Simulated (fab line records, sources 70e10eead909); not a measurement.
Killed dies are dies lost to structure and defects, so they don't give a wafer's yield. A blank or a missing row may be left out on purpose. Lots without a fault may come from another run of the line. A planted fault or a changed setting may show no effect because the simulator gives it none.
Problem report in the 8D (eight disciplines) form, filled by code | flow nand_harc | the parts of the form that need people (team, actions taken, sign-off) are left out

1. THE PROBLEM
oes_product_au at NHARC_A_BLC_ETCH_16 reads a mean of 0.799 a.u. on 1 wafer of 1 lot; wafers without a fault read 1.003 a.u. with a standard deviation of 0.0079. That is -26 standard deviations from the usual mean.
The step: etches the open film in CF4, target depth 39 nm, time 65 s.
First seen on wafer L587.1, day 26 20:30, on rie_diel-02. The record holds 13 wafers of 5 lots with a number at this step. Rule for "out", or "out of limits": more than 4 standard deviations from the usual mean. The other wafers with a number count as sound.

2. WHAT IT IS AND WHAT IT IS NOT
question                    | is                     | is not
which readings at this step | oes_product_au         | cf4_flow_sccm, drypump_motor_current_A, mfc_ar_sccm, rf_vpp_V, showerhead_plenum_p_Torr, throttle_valve_pct
which lots                  | L587                   | L577, L578, L593, L598
which wafers of those lots  | all that have a number | -
read on which tools         | rie_diel-02            | rie_diel-08, rie_diel-09
when                        | from day 26 20:30      | up to then (6 sound wafers); but 6 sound wafers of L593, L598 came after

3. SUSPECTS, AND WHAT RULES EACH OUT
Counting: a tool at a process step up to the reading stays a suspect if it ran every lot that is out and no sound lot after the first of them.
- rie_diel-02 at NHARC_A_BLC_DESCUM_15 (chemistry O2, time 3 s): kept. It ran the lot that is out, L587 (day 26 20:24), and no sound lot after that; its last sound lot up to then is L578 (day 23 05:41).
- rie_diel-02 at NHARC_A_BLC_ETCH_16 (etches the open film in CF4, target depth 39 nm, time 65 s): kept. It ran the lot that is out, L587 (day 26 20:30), and no sound lot after that; its last sound lot up to then is L578 (day 23 05:46). Its own readings are out on those wafers: oes_product_au.
Left after counting: rie_diel-02 at NHARC_A_BLC_DESCUM_15, rie_diel-02 at NHARC_A_BLC_ETCH_16.

4. THE CAUSE (what the simulator had put in)
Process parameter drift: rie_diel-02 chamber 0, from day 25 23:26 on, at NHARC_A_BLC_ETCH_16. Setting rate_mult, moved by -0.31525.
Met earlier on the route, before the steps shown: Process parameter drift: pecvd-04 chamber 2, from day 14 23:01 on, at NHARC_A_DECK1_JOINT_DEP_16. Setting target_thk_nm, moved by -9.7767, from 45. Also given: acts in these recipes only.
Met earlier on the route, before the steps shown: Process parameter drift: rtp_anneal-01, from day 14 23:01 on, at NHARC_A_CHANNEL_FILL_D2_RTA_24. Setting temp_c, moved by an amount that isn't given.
Counting left 2 suspects, and this tool is among them.

5. THE CHAIN OF EFFECTS, in route order
Each row: a reading whose mean over the struck wafers that have a number lies more than 3 standard deviations from the usual. Only readings for which the record gives a usual standard deviation are gone through. hours: the time from each lot's start at the first step in this table that gives one to its start at this step, as a median over the lots. sigmas: the change in usual standard deviations.
hours | step                | reading        | usual      | on struck wafers | change | sigmas
0     | NHARC_A_BLC_ETCH_16 | oes_product_au | 1.003 a.u. | 0.799            | -0.204 | -26
The process steps in it:
- NHARC_A_BLC_ETCH_16: etches the open film in CF4, target depth 39 nm, time 65 s.

6. WHAT WOULD HAVE CAUGHT IT SOONER
In this record the first reading out of limits was taken at day 26 20:30, 21 hours after the fault began at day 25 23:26.
